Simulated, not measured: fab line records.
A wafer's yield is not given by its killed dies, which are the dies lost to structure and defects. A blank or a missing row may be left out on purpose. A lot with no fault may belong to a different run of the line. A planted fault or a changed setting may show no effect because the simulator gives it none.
Matching of chambers || flow n5-finfet || N5_DUMMY_GATE_ALD_02 on ald-sin-04 has 4 sister chambers
The step deposits SiO2, target thk 2 nm, pulse time 1 s. 8 wafers are shown with their chamber, then 12 later ones without.

WAFERS WITH THEIR CHAMBER
{"wafer": "L089.5", "chamber": 2, "heater-power-w (W)": 554, "precursor-pulse-height-rel": 1.021}
{"wafer": "L092.1", "chamber": 1, "heater-power-w (W)": 450, "precursor-pulse-height-rel": 1.008}
{"wafer": "L093.1", "chamber": 0, "heater-power-w (W)": 398, "precursor-pulse-height-rel": 0.967}
{"wafer": "L093.2", "chamber": 2, "heater-power-w (W)": 530, "precursor-pulse-height-rel": 1.004}
{"wafer": "L093.3", "chamber": 3, "heater-power-w (W)": 611, "precursor-pulse-height-rel": 1.006}
{"wafer": "L093.4", "chamber": 1, "heater-power-w (W)": 448, "precursor-pulse-height-rel": 1.003}
{"wafer": "L093.5", "chamber": 0, "heater-power-w (W)": 407, "precursor-pulse-height-rel": 1.016}
{"wafer": "L093.6", "chamber": 3, "heater-power-w (W)": 605, "precursor-pulse-height-rel": 0.998}

WAFERS MISSING THEIR CHAMBER
{"wafer": "L094.1", "heater-power-w (W)": 614, "precursor-pulse-height-rel": 1.005}
{"wafer": "L094.2", "heater-power-w (W)": 532, "precursor-pulse-height-rel": 1.012}
{"wafer": "L094.3", "heater-power-w (W)": 417, "precursor-pulse-height-rel": 1.006}
{"wafer": "L094.4", "heater-power-w (W)": 454, "precursor-pulse-height-rel": 1.025}
{"wafer": "L094.5", "heater-power-w (W)": 519, "precursor-pulse-height-rel": 1.014}
{"wafer": "L094.6", "heater-power-w (W)": 618, "precursor-pulse-height-rel": 0.988}
{"wafer": "L097.1", "heater-power-w (W)": 397, "precursor-pulse-height-rel": 0.941}
{"wafer": "L097.2", "heater-power-w (W)": 598, "precursor-pulse-height-rel": 0.988}
{"wafer": "L097.3", "heater-power-w (W)": 527, "precursor-pulse-height-rel": 0.987}
{"wafer": "L097.4", "heater-power-w (W)": 453, "precursor-pulse-height-rel": 1.003}
{"wafer": "L097.5", "heater-power-w (W)": 418, "precursor-pulse-height-rel": 1.029}
{"wafer": "L097.6", "heater-power-w (W)": 608, "precursor-pulse-height-rel": 1.018}

WHICH CHAMBER EACH WENT THROUGH
{"wafer": "L094.1", "from the rows above": 3, "in truth": 3}
{"wafer": "L094.2", "from the rows above": 2, "in truth": 2}
{"wafer": "L094.3", "from the rows above": "can't be placed: 0 or 1", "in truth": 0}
{"wafer": "L094.4", "from the rows above": 1, "in truth": 1}
{"wafer": "L094.5", "from the rows above": 2, "in truth": 2}
{"wafer": "L094.6", "from the rows above": 3, "in truth": 3}
{"wafer": "L097.1", "from the rows above": 0, "in truth": 0}
{"wafer": "L097.2", "from the rows above": 3, "in truth": 3}
{"wafer": "L097.3", "from the rows above": 2, "in truth": 2}
{"wafer": "L097.4", "from the rows above": 1, "in truth": 1}
{"wafer": "L097.5", "from the rows above": "can't be placed: 0 or 1", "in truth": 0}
{"wafer": "L097.6", "from the rows above": 3, "in truth": 3}
10 of 12 placed correctly. From these rows, 2 cannot be placed; in 2 the true chamber is one of the candidates. Number placed wrongly: 0.
How it was worked out, from the rows above alone: a wafer's distance from a chamber is the root of the sum, over the readings, of the square of ((its reading less the chamber's mean) divided by the reading's scatter). If the next closest chamber is less than 2 further off than the closest, the wafer can't be placed; otherwise it belongs to the closest. The mean given for a chamber averages the wafers shown for that chamber. The scatter: the root of (the sum of the squares of (reading less its chamber's mean) over the shown wafers, divided by (wafers less chambers)).
